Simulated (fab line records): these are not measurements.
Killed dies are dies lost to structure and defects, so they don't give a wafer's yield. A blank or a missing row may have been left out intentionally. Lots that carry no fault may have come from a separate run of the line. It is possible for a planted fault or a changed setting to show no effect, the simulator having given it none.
fab line records	flow n5-finfet
record: lots: 9	wafers: 27	last-day: 19
route steps=1938 shown SD_EPI_N@278 SD_EPI_P@295 BEOL_M4@1111 PASSIVATION@1936
lots untouched by any fault: they come from a run of this same line in which no faults occurred
start-h: hours from the record's first day to the start of the lot's first wafer shown	wait-h: hours elapsed since this lot's preceding step	" unchanged from the row above	L1.1+2: several wafers, shown together as one row	- value missing, or start not given	* or withheld: withheld	< > ~ a bound
route shown NAME@n: NAME is a module with steps in the file, n the number in the route of the first one	usual: mean/standard deviation of fault-free wafers	same: alike in all rows	chamber/n: place in a boat	sites: the reading at each site	_std_site: the values' standard deviation	_edge_site: the outer-site mean with the inner-site mean subtracted	radius-mm: for every site, how far away it sits from the centre of the wafer	mask NAME#n: copy n	behind: the most recent tool/chamber to have shaped the wafer	hold: the reason the lot was held/the length of the hold in hours/how it ended	device: whichever transistor did not switch (one of n, p or np)	end of line: the route-end tests of the same wafers	a step given without rows: its recipe and nothing more	killed: the dies lost at the first sort to structure and to defects; this is not the yield of the wafer	map: dies across one wafer; x = killed, . = not, _ = none there
set.NAME: the setting the step ran with; set.NAME@STEP: the setting that earlier step ran with	model.NAME: the simulator's own value behind a step, which no gauge read
the route's steps for a sample of lots (tables are steps, rows are wafers)
services: a tool's chamber out of use, with start hour (start-h, from the record's first day; less than 0 if before it), hours out, and reason
== steps ==
step: N5_SD_EPI_N_ETCH_45
recipe: chemistry: CH3F/O2	target: SiOCN	target-depth-a: 60	mask-material: SOC	ion-energy-ev: 60	bias-w: 29	pressure-mtorr: 15	source-w: 410	Ar_flow_sccm: 150	CH3F_flow_sccm: 30	O2_flow_sccm: 20
usual: chamber-pressure-mTorr: 15.000/0.012	drypump-motor-current-A: 5.7/0.48	oes-product-au: 0.78/0.064	rf-vpp-V: 127.4/0.9	showerhead-plenum-p-Torr: 2.00/0.072	throttle-valve-pct: 23.39/0.22
lot.wafer	tool	chamber	start-h	wait-h	chamber-pressure-mTorr	drypump-motor-current-A	oes-product-au	rf-hours-counter-h	rf-vpp-V	showerhead-plenum-p-Torr	throttle-valve-pct
L868.2	rie-diel-04	3	54.42	0.1	15.019	6.7	0.94	26	128.3	2.13	23.17
L868.3	"	1	"	"	15.007	5.7	0.83	86	127.6	1.95	23.21
L868.5	"	1	"	"	15.039	5.6	0.83	-	127.5	1.94	23.22
L871.2	rie-diel-05	2	73.72	0.1	14.991	6.1	0.76	164	127.9	2.07	23.52
L871.5	"	3	"	"	14.990	5.6	0.76	-	127.8	1.92	23.71
L871.6	"	0	"	"	15.005	4.9	0.74	-	128.0	2.06	23.68
L872.1	rie-diel-04	0	80.15	0.1	14.993	5.8	0.81	83	127.0	1.93	23.03
L872.3	"	3	"	"	14.992	6.7	0.92	34	128.0	2.13	23.20
L872.5	"	2	"	"	15.009	6.0	0.72	-	128.0	2.05	23.46
L874.2	rie-diel-05	1	91.08	0.1	14.976	5.0	0.91	30	127.1	2.04	23.35
L874.3	"	0	"	"	14.987	5.0	0.75	187	128.2	2.06	23.69
L874.4	"	3	"	"	14.983	5.6	0.75	154	125.6	1.92	23.73
L877.3	rie-diel-04	2	116.25	0.1	14.979	6.0	0.70	-	127.9	2.05	23.49
L877.4	"	0	"	"	15.002	5.8	0.80	-	126.9	1.93	23.05
L877.5	"	0	"	"	14.985	5.8	0.80	-	127.6	1.93	23.04
L878.1	rie-diel-01	3	116.58	0.1	15.014	5.1	0.71	212	127.7	2.06	23.24
L878.2	"	1	"	"	14.997	5.9	0.75	162	126.6	1.91	23.22
L878.5	"	1	"	"	14.982	5.9	0.75	-	126.9	1.91	23.24
L883.1	rie-diel-04	2	145.35	0.1	14.992	6.0	0.70	223	128.3	2.04	23.49
L883.2	"	1	"	"	14.989	5.6	0.81	108	126.5	1.94	23.25
L883.3	"	3	"	"	14.990	6.7	0.88	55	127.1	2.12	23.22
L885.1	rie-diel-04	0	161.67	0.1	14.997	5.8	0.77	113	126.9	1.92	23.08
L885.3	"	3	"	"	14.988	6.7	0.87	61	129.0	2.12	23.23
L885.4	"	1	"	"	14.997	5.7	0.81	114	126.9	1.94	23.26
L888.2	rie-diel-04	0	177.34	0.1	14.987	5.8	0.77	120	125.6	1.92	23.07
L888.3	"	1	"	"	14.992	5.7	0.79	120	127.3	1.93	23.24
L888.5	"	0	"	"	15.012	5.8	0.77	-	126.8	1.92	23.07
step: N5_SD_EPI_N_ETCH_16
recipe: chemistry: CHF3/O2	target: SiO2	target-depth-a: 50	mask-material: SOC	pressure-mtorr: 30	source-w: 650	bias-w: 170	Ar_flow_sccm: 200	CHF3_flow_sccm: 50	O2_flow_sccm: 5	ion-energy-ev: 200
usual: chamber-pressure-mTorr: 30.000/0.025	drypump-motor-current-A: 5.7/0.48	oes-product-au: 0.78/0.064	rf-vpp-V: 522/5.7	showerhead-plenum-p-Torr: 2.41/0.084	throttle-valve-pct: 18.96/0.21
lot.wafer	tool	chamber	start-h	wait-h	chamber-pressure-mTorr	drypump-motor-current-A	oes-product-au	rf-hours-counter-h	rf-vpp-V	showerhead-plenum-p-Torr	throttle-valve-pct
L868.2	rie-diel-04	3	54.52	0.1	29.991	6.7	0.94	26	525	2.57	18.68
L868.3	"	1	"	"	29.967	5.7	0.83	86	513	2.35	18.77
L868.5	"	1	"	"	30.033	5.7	0.84	-	514	2.35	18.81
L871.2	rie-diel-05	2	73.82	0.1	30.043	6.1	0.75	164	528	2.50	19.08
L871.5	"	3	"	"	30.009	5.6	0.75	-	528	2.32	19.24
L871.6	"	0	"	"	29.984	4.9	0.74	-	533	2.49	19.23
L872.1	rie-diel-04	0	80.25	0.1	30.018	5.8	0.81	83	521	2.34	18.67
L872.3	"	3	"	"	30.006	6.7	0.91	34	525	2.56	18.71
L872.5	"	2	"	"	29.996	6.0	0.72	-	518	2.48	19.08
L874.2	rie-diel-05	1	91.18	0.1	29.983	5.0	0.90	30	523	2.46	18.87
L874.3	"	0	"	"	29.981	4.9	0.74	187	532	2.49	19.25
L874.4	"	3	"	"	29.945	5.6	0.75	154	527	2.32	19.26
L877.3	rie-diel-04	2	116.37	0.1	30.005	6.0	0.71	-	518	2.47	19.09
L877.4	"	0	"	"	30.025	5.8	0.80	-	522	2.33	18.68
L877.5	"	0	"	"	29.987	5.8	0.80	-	523	2.33	18.69
L878.1	rie-diel-01	3	116.68	0.1	29.999	5.1	0.71	212	521	2.48	18.84
L878.2	"	1	"	"	29.997	5.9	0.75	162	520	2.31	18.81
L878.5	"	1	"	"	29.993	5.9	0.76	-	521	2.31	18.80
L883.1	rie-diel-04	2	145.45	0.1	30.010	6.0	0.71	223	518	2.47	19.12
L883.2	"	1	"	"	29.981	5.6	0.81	108	513	2.35	18.82
L883.3	"	3	"	"	30.009	6.7	0.89	55	526	2.55	18.73
L885.1	rie-diel-04	0	161.77	0.1	29.996	5.8	0.78	113	524	2.33	18.69
L885.3	"	3	"	"	30.037	6.7	0.88	61	526	2.55	18.76
L885.4	"	1	"	"	30.014	5.7	0.81	114	513	2.34	18.84
L888.2	rie-diel-04	0	177.44	0.1	29.975	5.8	0.77	120	522	2.32	18.72
L888.3	"	1	"	"	29.978	5.7	0.80	120	513	2.34	18.84
L888.5	"	0	"	"	30.016	5.8	0.78	-	524	2.32	18.71
step: N5_SD_EPI_N_VAPOR_ETCH_50
recipe: chemistry: HCl	target: Si	temp-c: 775	time-s: 54	pressure-torr: 20	mode: isotropic
usual: chamber-pressure-Torr: 20.00/0.043	throttle-valve-pct: 11.78/0.17
lot.wafer	tool	chamber	start-h	wait-h	chamber-pressure-Torr	throttle-valve-pct
L868.2	epi-rpcvd-02	0	55.56	0.4	19.99	11.90
L868.3	"	0	"	"	19.98	11.76
L868.5	"	0	"	"	19.98	11.90
L871.2	epi-rpcvd-03	0	74.75	0.3	20.09	11.70
L871.5	"	0	"	"	20.01	11.97
L871.6	"	0	"	"	20.01	11.80
L872.1	epi-rpcvd-03	0	81.12	0.3	20.02	11.57
L872.3	"	0	"	"	20.04	11.63
L872.5	"	0	"	"	19.96	11.58
L874.2	epi-rpcvd-02	0	92.14	0.3	20.07	11.74
L874.3	"	0	"	"	20.04	11.77
L874.4	"	0	"	"	19.97	11.75
L878.1	epi-rpcvd-02	0	117.56	0.3	20.02	11.91
L878.2	"	0	"	"	20.01	11.90
L878.5	"	0	"	"	20.00	11.97
L877.3	epi-rpcvd-04	0	117.63	0.4	20.02	11.84
L877.4	"	0	"	"	20.00	11.69
L877.5	"	0	"	"	20.05	11.86
L883.1	epi-rpcvd-02	0	146.33	0.3	19.99	12.16
L883.2	"	0	"	"	20.02	11.80
L883.3	"	0	"	"	20.03	12.06
L885.1	epi-rpcvd-04	0	162.77	0.4	20.00	11.89
L885.3	"	0	"	"	19.99	11.72
L885.4	"	0	"	"	20.06	11.86
L888.2	epi-rpcvd-02	0	178.35	0.3	20.07	12.05
L888.3	"	0	"	"	20.03	11.83
L888.5	"	0	"	"	20.06	11.73
step: N5_SD_EPI_P_COAT_34
recipe: resist: SOC	temp-c: 250	time-s: 60	spin-rpm: 1500	resist-thk-nm: 350
usual: heater-power-total-W: 500.5/1.7	plate-temp-C: 250.05/0.17
lot.wafer	tool	chamber	start-h	wait-h	heater-power-total-W	plate-temp-C
L868.2	litho-track-04	0	58.62	0.0	500.9	249.88
L868.3	"	0	"	"	500.8	250.34
L868.5	"	0	"	"	499.5	250.12
L871.2	litho-track-04	0	77.21	0.0	498.2	249.81
L871.5	"	0	"	"	500.3	249.93
L871.6	"	0	"	"	502.0	250.33
L872.1	litho-track-02	0	83.61	0.0	497.5	250.01
L872.3	"	0	"	"	498.4	249.89
L872.5	"	0	"	"	500.2	249.94
L874.2	litho-track-02	0	94.59	0.0	501.2	250.12
L874.3	"	0	"	"	500.0	249.83
L874.4	"	0	"	"	499.4	249.62
L878.1	litho-track-02	0	120.06	0.0	502.1	250.08
L878.2	"	0	"	"	500.0	250.15
L878.5	"	0	"	"	501.9	250.21
L877.3	litho-track-04	0	121.46	0.0	500.6	249.88
L877.4	"	0	"	"	500.1	250.15
L877.5	"	0	"	"	500.4	250.11
L883.1	litho-track-02	0	149.32	0.0	490.3	245.71
L883.2	"	0	"	"	490.0	245.71
L883.3	"	0	"	"	490.9	245.69
L885.1	litho-track-02	0	166.17	0.0	490.1	245.67
L885.3	"	0	"	"	487.3	245.74
L885.4	"	0	"	"	488.2	245.68
L888.2	litho-track-04	0	180.88	0.0	501.7	249.95
L888.3	"	0	"	"	499.2	249.95
L888.5	"	0	"	"	499.3	249.91
step: N5_BEOL_M4_RC_MEAS_101
usual: DIBL_N: 36.0/1.4	DIBL_P: 36.1/1.4	IOFF_N: 0.153/0.02	IOFF_P: 0.211/0.026	ION_N: 673/8.7	ION_P: 463/6.7	SS_N: 71.5/0.5	SS_P: 73.3/0.54	VT_N: 250.1/2.4	VT_P: -250.2/2.9
lot.wafer	tool	chamber	start-h	wait-h	DIBL_N[mV/V]	DIBL_P[mV/V]	IOFF_N[nA/um]	IOFF_P[nA/um]	ION_N[uA/um]	ION_P[uA/um]	SS_N[mV/dec]	SS_P[mV/dec]	VT_N[mV]	VT_P[mV]
L868.2	prober-01	0	180.76	0.2	36.9	35.7	0.169	0.195	674	459	72.0	73.6	250.0	-252.6
L868.3	"	0	"	"	34.7	33.8	0.130	0.173	668	460	71.6	72.5	255.9	-253.0
L868.5	"	0	"	"	35.8	34.9	0.143	0.187	673	456	71.6	73.9	253.5	-253.9
L871.2	prober-02	0	202.42	0.2	34.5	35.0	0.131	0.171	666	456	71.5	72.7	252.6	-254.4
L871.5	"	0	"	"	35.4	36.9	0.152	0.188	674	463	70.7	74.0	249.2	-253.0
L871.6	"	0	"	"	37.4	38.7	0.186	0.217	685	463	71.4	73.5	247.3	-250.4
L872.1	prober-02	0	213.20	0.0	39.5	39.0	0.195	0.247	684	470	71.6	74.6	245.6	-248.0
L872.3	"	0	"	"	38.2	37.3	0.171	0.214	676	467	71.2	73.8	248.8	-250.4
L872.5	"	0	"	"	39.3	38.9	0.192	0.249	687	472	71.3	74.3	249.0	-251.1
L874.2	prober-01	0	230.93	0.2	34.6	35.6	0.142	0.207	669	465	71.8	73.1	251.7	-248.8
L874.3	"	0	"	"	34.5	34.9	0.141	0.189	669	454	71.3	73.5	252.4	-252.2
L874.4	"	0	"	"	35.4	36.6	0.153	0.216	672	465	71.6	73.7	249.5	-251.7
L878.1	prober-02	0	262.70	0.0	33.7	35.3	0.126	0.196	657	457	71.5	73.2	254.5	-250.8
L878.2	"	0	"	"	34.2	35.4	0.141	0.199	685	462	71.2	73.5	253.0	-251.9
L878.5	"	0	"	"	36.5	38.1	0.173	0.238	681	470	72.2	73.6	249.7	-248.4
L877.3	prober-02	0	263.94	0.9	39.0	39.5	0.212	0.261	686	467	72.0	74.4	245.7	-248.4
L877.4	"	0	"	"	36.5	36.3	0.155	0.206	664	463	71.4	73.7	248.2	-250.4
L877.5	"	0	"	"	34.7	33.6	0.127	0.164	661	454	70.8	72.8	253.4	-255.1
L885.1	prober-02	0	280.80	0.0	37.8	37.3	0.176	0.246	677	463	71.3	74.0	246.6	-247.6
L885.3	"	0	"	"	36.3	35.2	0.149	0.212	681	464	71.2	72.4	250.1	-247.3
L885.4	"	0	"	"	35.1	33.9	0.128	0.191	663	456	70.4	72.5	251.8	-249.2
L883.1	prober-01	0	291.27	0.0	37.0	36.9	0.184	0.281	697	482	71.4	73.5	244.1	-239.9
L883.2	"	0	"	"	36.8	36.3	0.175	0.255	691	478	71.3	73.3	244.7	-242.6
L883.3	"	0	"	"	36.0	35.9	0.165	0.241	681	467	71.2	73.2	248.3	-243.3
L888.2	prober-02	0	347.19	0.2	34.5	36.3	0.150	0.208	664	459	70.8	73.9	246.7	-250.5
L888.3	"	0	"	"	33.6	33.6	0.121	0.162	659	449	70.5	73.1	250.9	-253.8
L888.5	"	0	"	"	34.5	35.7	0.142	0.187	665	454	70.2	72.9	249.3	-254.0
step: N5_PASSIVATION_PROBE_49
usual: defect-limited-yield: 91.2/1.4	killed_at_M0_to_M3: 34/9.7	killed_at_M4_up: 14/5.2	killed-at-contacts: 13/6.7	killed-at-front-end: 39/11	killed-at-other: 3.6/2.6	killed-dies: 104/17	killed-open: 69/12	killed-short: 34/8.2	sort_bin_5_function: 5.3/0.89	sort_bin_6_memory: 3.2/0.69	sort-n-pass: 1076/17	sort-yield-pct: 91.2/1.4
same: gross-dies: 1180	killed-at-back-side: 0	sort_bin_4_leakage[%]: 0	sort_bin_8_speed[%]: 0
lot.wafer	tool	chamber	start-h	wait-h	defect-limited-yield[%]	killed_at_M0_to_M3	killed_at_M4_up	killed-at-contacts	killed-at-front-end	killed-at-other	killed-dies	killed-open	killed-short	sort_bin_5_function[%]	sort_bin_6_memory[%]	sort-n-pass	sort-yield-pct[%]
L878.1	prober-02	-	361.38	0.0	89.2	32	13	13	66	4	128	85	36	5.1	4.8	1052	89.2
L878.2	prober-02	-	361.43	0.1	90.3	35	17	6	50	6	114	69	44	6.3	3.1	1066	90.3
L878.5	prober-02	-	361.58	0.2	91.9	23	12	7	46	7	95	67	28	5.1	2.7	1085	91.9
L883.1	prober-02	-	402.13	0.0	89.5	46	16	11	49	2	124	78	43	6.5	3.5	1056	89.5
L883.2	prober-02	-	402.18	0.1	91.6	19	12	13	54	1	99	73	26	4.8	3.3	1081	91.6
L883.3	prober-02	-	402.23	0.1	91.2	34	10	8	49	3	104	68	35	5.7	2.8	1076	91.2
killed by level:class
L878.1 FIN_SAQP:geometric-particle:open=17 STI_FIN_REVEAL:geometric-particle:open=17 MOL_CONTACT_COAG:geometric-particle:open=11 FIN_SAQP:geometric-particle:short=8 GATE_CUT:geometric-particle:short=7 BEOL_M0_SAQP:geometric-particle:short=7 BEOL_M2:geometric-particle:open=7 HKMG_FIN:area-etch=6
L878.2 FIN_SAQP:geometric-particle:short=15 BEOL_M0_SAQP:geometric-particle:open=9 BEOL_M2:geometric-particle:open=9 STI_FIN_REVEAL:geometric-particle:open=8 GATE_CUT:geometric-particle:short=6 BEOL_M1:geometric-particle:open=6 BEOL_M4:geometric-particle:open=5 FIN_SAQP:geometric-particle:open=4
L878.5 STI_FIN_REVEAL:geometric-particle:open=14 FIN_SAQP:geometric-particle:open=8 BEOL_M3:geometric-particle:open=6 MOL_CONTACT_COAG:geometric-particle:open=6 DUMMY_GATE:geometric-particle:open=5 FIN_SAQP:geometric-particle:short=4 ILD0:geometric-particle:short=4 BEOL_M0_SAQP:geometric-particle:short=4
L883.1 FIN_SAQP:geometric-particle:open=19 FIN_SAQP:geometric-particle:short=11 BEOL_M2:geometric-particle:open=11 MOL_CONTACT_COAG:geometric-particle:open=10 BEOL_M0_SAQP:geometric-particle:short=10 BEOL_M3:geometric-particle:open=8 BEOL_M4:geometric-particle:open=7 BEOL_M0_SAQP:geometric-particle:open=6
L883.2 FIN_SAQP:geometric-particle:open=20 MOL_CONTACT_COAG:geometric-particle:open=10 GATE_CUT:geometric-particle:short=6 STI_FIN_REVEAL:geometric-particle:open=6 DUMMY_GATE:geometric-particle:open=6 BEOL_M0_SAQP:geometric-particle:open=5 FIN_SAQP:geometric-particle:short=4 ILD0:geometric-particle:short=4
L883.3 FIN_SAQP:geometric-particle:open=15 FIN_SAQP:geometric-particle:short=9 BEOL_M3:geometric-particle:open=8 BEOL_M1:geometric-particle:open=8 BEOL_M2:geometric-particle:open=7 MOL_CONTACT_COAG:geometric-particle:short=5 GATE_CUT:geometric-particle:open=4 GATE_CUT:geometric-particle:short=4
== services ==
tool	chamber	start-h	hours	kind
rie-diel-05	0	32.29	3.4	repair
rie-diel-01	3	79.02	4.8	repair
rie-diel-01	2	95.07	1.2	repair
rie-diel-04	1	104.65	18.0	repair
== key ==
first-sign: step: N5_SD_EPI_P_COAT_34	reading: plate-temp-C	direction: down	sigmas: 25	usual: *	struck: *
effect: step: N5_SD_EPI_P_COAT_34	reading: heater-power-total-W	direction: down	sigmas: 6.4	usual: *	struck: *
met-at N5_SD_EPI_P_COAT_34
struck-lots L883,L885
not-acting-at N5_SD_EPI_N_ETCH_45,N5_SD_EPI_N_ETCH_16,N5_SD_EPI_N_VAPOR_ETCH_50
onset-between 120.06 149.32
fault: kind: process-parameter-drift	tool: litho-track-02	chamber: -	onset-h: 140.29	steps: N5_SD_EPI_P_COAT_34	channel: temp-c	offset: *	shape: step	end-h: 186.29	acts-in: *	stated: *
